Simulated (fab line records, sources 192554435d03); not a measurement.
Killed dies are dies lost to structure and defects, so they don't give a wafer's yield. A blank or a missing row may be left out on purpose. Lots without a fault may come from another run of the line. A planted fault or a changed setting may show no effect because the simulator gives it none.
Split-lot experiment | flow n5_finfet | 7 lots, 39 wafers read, on a route of 1938 steps

THE SPLIT
At N5_DUMMY_GATE_ETCH_42 (etches SiO2 in CHF3/O2, target depth 3.5 nm, time 31 s), the setting bias_w was moved away from the recipe's 12 W on 18 of the 39 wafers read, by -18.7% to +16.6%. The other wafers ran this setting at the recipe's value.

The reading is taken at the split's own step.

THE READING
rf_vpp_V, in V, at N5_DUMMY_GATE_ETCH_42 (etches SiO2 in CHF3/O2, target depth 3.5 nm, time 31 s). Fault-free wafers of this fab line usually give 42.8 V, standard deviation 1 V.

wafer  | tool, chamber at the split | bias_w as run, W | against the recipe | rf_vpp_V, V | against lot-mates on the recipe
L075.1 | rie_diel-02, 0             | 12               | recipe             | 43.4        | -
L075.2 | rie_diel-02, 2             | 12               | recipe             | 41.9        | -
L075.3 | rie_diel-02, 1             | 12.72            | +6.0%              | 43.5        | +1.1
L075.4 | rie_diel-02, 3             | 12.72            | +6.0%              | 44.1        | +1.7
L075.5 | rie_diel-02, 1             | 12.72            | +6.0%              | 45.5        | +3.1
L075.6 | rie_diel-02, 2             | 12               | recipe             | 41.9        | -
L077.1 | rie_diel-05, 0             | 13.99            | +16.6%             | 47.2        | +4.4
L077.2 | rie_diel-05, 2             | 13.99            | +16.6%             | 47.4        | +4.6
L077.3 | rie_diel-05, 3             | 12               | recipe             | 43.9        | -
L077.4 | rie_diel-05, 1             | 13.99            | +16.6%             | 49.4        | +6.6
L077.5 | rie_diel-05, 3             | 12               | recipe             | 42.3        | -
L077.6 | rie_diel-05, 0             | 12               | recipe             | 42.1        | -
L087.1 | rie_diel-05, 3             | 13.48            | +12.3%             | 47.3        | +3.1
L087.2 | rie_diel-05, 0             | 13.48            | +12.3%             | 43.3        | -0.9
L087.3 | rie_diel-05, 1             | 12               | recipe             | 44.5        | -
L087.4 | rie_diel-05, 2             | 13.48            | +12.3%             | 47.1        | +2.9
L087.5 | rie_diel-05, 2             | 12               | recipe             | 43.5        | -
L087.6 | rie_diel-05, 3             | 12               | recipe             | 44.5        | -
L090.1 | rie_diel-02, 1             | 12               | recipe             | 42.7        | -
L090.2 | rie_diel-02, 3             | 12               | recipe             | 43.1        | -
L090.3 | rie_diel-02, 2             | 9.753            | -18.7%             | 36.0        | -7.1
L090.4 | rie_diel-02, 0             | 12               | recipe             | 43.4        | -
L090.5 | rie_diel-02, 3             | 9.753            | -18.7%             | 37.6        | -5.5
L090.6 | rie_diel-02, 0             | 9.753            | -18.7%             | 37.0        | -6.1
L091.1 | rie_diel-02, 3             | 12               | recipe             | 42.3        | -
L091.2 | rie_diel-02, 0             | 13.71            | +14.3%             | 46.8        | +4.2
L091.3 | rie_diel-02, 2             | 12               | recipe             | 43.1        | -
L091.4 | rie_diel-02, 2             | 12               | recipe             | 42.5        | -
L091.5 | rie_diel-02, 3             | 13.71            | +14.3%             | 47.2        | +4.6
L091.6 | rie_diel-02, 0             | 13.71            | +14.3%             | 47.9        | +5.3
L093.2 | rie_diel-05, 2             | 12               | recipe             | 43.4        | -
L093.4 | rie_diel-05, 1             | 12               | recipe             | 44.2        | -
L093.6 | rie_diel-05, 1             | 12               | recipe             | 44.4        | -
L096.1 | rie_diel-03, 3             | 12.96            | +8.0%              | 46.4        | +2.5
L096.2 | rie_diel-03, 0             | 12               | recipe             | 44.9        | -
L096.3 | rie_diel-03, 2             | 12               | recipe             | 43.9        | -
L096.4 | rie_diel-03, 2             | 12.96            | +8.0%              | 44.2        | +0.3
L096.5 | rie_diel-03, 0             | 12.96            | +8.0%              | 46.7        | +2.8
L096.6 | rie_diel-03, 3             | 12               | recipe             | 43.0        | -

THE FIT
A straight line over all 39 wafers: rf_vpp_V changes by +0.299 V for each +1% of bias_w; r = +0.93; the points scatter about the line by 1.1 V.
The same after taking each lot's own level away (the mean of its wafers on the recipe; 39 wafers): +0.3 V for each +1%; r = +0.93; scatter 1.1 V.
On that fit, the largest move of bias_w shifts the reading by 5.6 V.
The lots' own levels span 42.40 to 44.17 V, that is 1.8 times the standard deviation above.
So the lot-to-lot level changes the slope little: the two slopes agree.
Check: with one of the wafers moved furthest among these (-18.7%) left out of the fit, the line predicts -5.49 V for it against its lot-mates. It came out at -7.07 V against them.
Tool readings at the split's step, against how far the setting was moved: rf_vpp_V r = +0.93.

OTHER SPLITS ON THESE WAFERS
These wafers also went through other splits before the reading. Each is held against what the fit with the lots' levels taken away leaves over:
other split on the same wafers       | wafers away from the commonest value | r with rf_vpp_V (lot level and that fit taken away)
N5_DUMMY_GATE_ETCH_37 source_w       | 15                                   | +0.18
N5_DUMMY_GATE_ETCH_31 target_depth_a | 15                                   | -0.30

THE FILE'S OWN FIT
rf_vpp_V changes by +0.294 V for each +1% of bias_w, r = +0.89.
